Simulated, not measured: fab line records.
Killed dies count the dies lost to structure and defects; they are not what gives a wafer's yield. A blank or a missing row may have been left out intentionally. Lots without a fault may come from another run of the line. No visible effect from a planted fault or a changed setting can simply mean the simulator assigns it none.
2 desks, one fault | flow n5 finfet | each desk has only its own numbers; what lay behind them comes last

== THE METROLOGY DESK ==
What the gauges read for every lot (on any tool): the sampled wafers with a number, averaged. If a lot's mean is further than 4 standard deviations from the usual mean, the lot is out of limits and carries the mark OUT (the distance appears in the brackets). 7 of its 10 readings are shown, namely those furthest out on some lot.
Columns: A = DIBL_N at N5_BEOL_M4_RC_MEAS_101, usual 36.3 mV/V; B = DIBL_P at N5_BEOL_M4_RC_MEAS_101, usual 36.0 mV/V; C = IOFF_N at N5_BEOL_M4_RC_MEAS_101, usual 0.16 nA/um; D = ION_N at N5_BEOL_M4_RC_MEAS_101, usual 675 uA/um; E = ION_P at N5_BEOL_M4_RC_MEAS_101, usual 464 uA/um; F = SS_P at N5_BEOL_M4_RC_MEAS_101, usual 73.3 mV/dec; G = VT_P at N5_BEOL_M4_RC_MEAS_101, usual -250 mV
lot  | first seen here | A    | B    | C    | D   | E   | F    | G
L599 | day 9 00:59     | 34.6 | 35.5 | 0.15 | 676 | 469 | 72.9 | -247
L615 | day 12 23:58    | 37.1 | 36.3 | 0.15 | 667 | 461 | 73.2 | -250
L614 | day 13 01:22    | 37.0 | 38.7 | 0.17 | 690 | 465 | 73.7 | -254
L616 | day 14 12:44    | 34.3 | 34.7 | 0.13 | 678 | 474 | 72.5 | -249
This desk's finding: nothing out of limits on any of the 4 lots.

== AT THE TOOL OWNER'S DESK: litho track-02 ==
The tool's own readings at N5_SDB_COAT_05 (resist thk 90 nm): means of the sampled wafers that have a number, for each lot that ran on this tool. If a lot's mean is further than 4 standard deviations from the usual mean, the lot is out of limits and carries the mark OUT (the distance appears in the brackets).
Columns: A = spin speed rpm at N5_SDB_COAT_05, usual 1500.0 rpm
lot  | first seen here | A
L599 | day 5 00:05     | 1500.3
L615 | day 9 02:07     | 1674.0 (+99 or more) OUT
L616 | day 9 06:41     | 1673.8 (+99 or more) OUT
Finding of this desk: L615, L616 out of limits; the first was L615 at day 9 02:07, on spin speed rpm at N5_SDB_COAT_05. L599: within limits.

== TAKEN TOGETHER ==
The tool owner's desk had the chance to raise an alarm at day 9 02:07 on L615, L616.
Metrology desk: nothing out of limits seen.
The metrology desk has L615, L616 on record, within its limits.
Of the lots named, all ran N5_SDB_COAT_05 on litho track-02.

== WHAT WAS PUT IN BY THE SIMULATOR ==
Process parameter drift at N5_SDB_COAT_05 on litho track-02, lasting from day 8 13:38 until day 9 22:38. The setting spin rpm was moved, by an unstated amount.
Lots struck among those shown: L615, L616.
Hours from the fault's start to each desk's first reading out of limits: the tool owner's desk, 12.
